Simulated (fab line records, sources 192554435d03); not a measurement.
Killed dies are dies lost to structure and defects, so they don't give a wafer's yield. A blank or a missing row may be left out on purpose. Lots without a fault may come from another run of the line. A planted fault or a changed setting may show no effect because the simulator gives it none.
A struck lot beside a sound one | flow n5_finfet | 37 steps out of a route of 1938
Sound: wafers L163.1, L163.2, L163.5. Struck: wafers L158.4, L158.5, L158.6. The cause comes at the end.
At each step with rows: each side's tool, then ch and its chambers, then its first start. Under that, the readings that differ: sound wafers | struck wafers | difference of the means | sigmas: that difference in standard deviations of wafers without a fault.
alike: readings whose means differ by less than 2 such deviations, and words and numbers that are the same on both sides. not compared: withheld readings, readings that some wafer has no value for, bounds like >300 that may hide the same value, and numbers for which the record gives no deviation and whose values overlap.
The two part at a step that has a row with sigmas, a row that says differs or no value, or rows on one side only. Numbers that don't overlap but have no deviation are shown without sigmas and don't part them. A reading that every wafer of one side lacks parts them only if that side has two wafers or more.

first, 9 steps without rows for these wafers: N5_PMOS_HMC_CHANNEL_EPI_PRECLEAN_40 (cleans in DHF, time 30 s); N5_PMOS_HMC_CHANNEL_EPI_PRECLEAN_37 (cleans in O3/DIW, time 45 s); N5_PMOS_HMC_CHANNEL_EPI_PRECLEAN_24 (cleans in DHF, time 30 s); N5_PMOS_HMC_CHANNEL_EPI_SRD_25 (time 30 s); N5_PMOS_HMC_CHANNEL_EPI_EPI_26 (deposits Si from SiH4/H2, target thk 3.8 nm, time 22.7 s); N5_FIN_SAQP_PRECLEAN_42 (cleans in O3/DIW, time 60 s); N5_FIN_SAQP_PRECLEAN_00 (cleans in SC1, time 60 s); N5_FIN_SAQP_PRECLEAN_44 (cleans in SC2, time 45 s); N5_FIN_SAQP_SRD_01 (time 30 s).
N5_FIN_SAQP_ALD_61: deposits SiO2, target thk 4 nm, pulse time 1 s, purge time 2 s.
  sound on ald_sin-02 ch 0,1,2, day 7 09:03; struck on ald_sin-04 ch 0,1,3, day 6 03:08
  reading                                   | sound                | struck               | difference | sigmas
  susceptor_temp_C (C)                      | 299.99 300.05 299.85 | 272.21 272.45 272.39 | -27.61     | -99 or more
  model.SiO2_of_FIN_SAQP_ALD_61.thk_nm (nm) | 4.013 3.978 3.991    | 4.4 4.382 4.401      | +0.4       |
  alike: chamber_pressure_Torr, heater_power_w, precursor_pulse_height_rel
then, 24 steps without rows for these wafers: N5_FIN_SAQP_DENSIFY_62 (time 60 s); N5_FIN_SAQP_HM_DEP_03 (deposits SiNx from SiH4/NH3/N2, target thk 38 nm, time 33.6 s); N5_FIN_SAQP_PECVD_47 (deposits a-Si from SiH4/He, target thk 45 nm, time 36.3 s); N5_FIN_SAQP_PECVD_48 (deposits SiNx from SiH4/NH3/N2, target thk 25 nm, time 22.1 s); N5_FIN_SAQP_PECVD_06 (deposits a-Si from SiH4/He, target thk 60 nm, time 48.1 s); N5_FIN_SAQP_HM_DEP_72 (deposits SiO2 from SiH4/N2O, target thk 12 nm, time 7.2 s); N5_FIN_SAQP_COAT_49 (time 60 s, resist thk 100 nm); N5_FIN_SAQP_COAT_50 (time 60 s, resist thk 35 nm); N5_FIN_SAQP_COAT_10 (resist thk 90 nm); N5_FIN_SAQP_EBR_12; N5_FIN_SAQP_SOFTBAKE_11 (time 60 s); N5_FIN_SAQP_EXPOSE_13 (exposes mask FIN CORE, target cd 35.6 nm); N5_FIN_SAQP_PEB_14 (peb time 60 s); N5_FIN_SAQP_DEVELOP_15 (develop time 30 s); N5_FIN_SAQP_DESCUM_21 (chemistry O2, time 7.9 s); N5_FIN_SAQP_ETCH_51 (etches SiARC in CF4, target depth 45.5 nm, time 75.8 s); N5_FIN_SAQP_ETCH_52 (etches SOC in N2/H2, target depth 100 nm, overetch 20 nm, time 150 s); N5_FIN_SAQP_STRIP_53 (strips in N2/H2); N5_FIN_SAQP_HM_OPEN_73 (chemistry CHF3/O2, target SiO2, stops on a-Si, target depth 12 nm, time 16.8 s); N5_FIN_SAQP_STRIP_74 (strips in CHF3/O2); N5_FIN_SAQP_MANDREL_ETCH_22 (etches a-Si in HBr/Cl2, stops on SiNx, target depth 60 nm, bt time 10 s, time 30 s); N5_FIN_SAQP_STRIP_55 (strips in N2/H2); N5_FIN_SAQP_STRIP_23 (strips in SPM, time 750 s); N5_FIN_SAQP_SRD_66 (time 30 s).
N5_FIN_CUT_CUT_ETCH_27: etches SiO2 in CHF3/O2, target depth 4 nm, overetch 2 nm, time 4.9 s.
  sound on rie_diel-06 ch 0,1,2, day 7 16:01; struck on rie_diel-01 ch 1,2,3, day 6 10:53
  reading                  | sound             | struck          | difference | sigmas
  model.etch.depth_nm (nm) | 4.013 3.978 3.991 | 4.4 4.382 4.401 | +0.4       |
  alike: bias_w, drypump_motor_current_A, oes_product_au, rf_vpp_V, showerhead_plenum_p_Torr, throttle_valve_pct
  not compared: rf_hours_counter_h
N5_STI_FIN_REVEAL_STRIP_16: strips SiNx in H3PO4, target depth 23.8 nm.
  sound on wet_bench-06 ch 1,2,6, day 8 01:28; struck on wet_bench-05 ch 0,1,5, day 6 18:50
  reading                                   | sound       | struck      | difference | sigmas
  model.SiO2_of_FIN_SAQP_ALD_61.thk_nm (nm) | 3.8 3.8 3.8 | 4.2 4.2 4.2 | +0.4       |
-- the record jumps here: 10 days lie between the struck wafers' starts before and after (it left off in module STI_FIN_REVEAL and takes up again in module BEOL_M4, whose first step shown is number 1111 of the route) --
N5_BEOL_M4_RC_MEAS_101:
  sound on prober-01 ch 0, day 17 16:49; struck on prober-01 ch 0, day 16 16:45
  alike: DIBL_N, DIBL_P, IOFF_N, IOFF_P, ION_N, ION_P, SS_N, SS_P, VT_N, VT_P

WHERE THEY PART
Only at N5_FIN_SAQP_ALD_61, within this record. Later steps at which nothing parts them and some readings are alike: N5_FIN_CUT_CUT_ETCH_27, N5_BEOL_M4_RC_MEAS_101.

WHY: what the simulator had put in
Process parameter drift: ald_sin-04, from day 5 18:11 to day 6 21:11, at N5_FIN_SAQP_ALD_61. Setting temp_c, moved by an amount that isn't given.
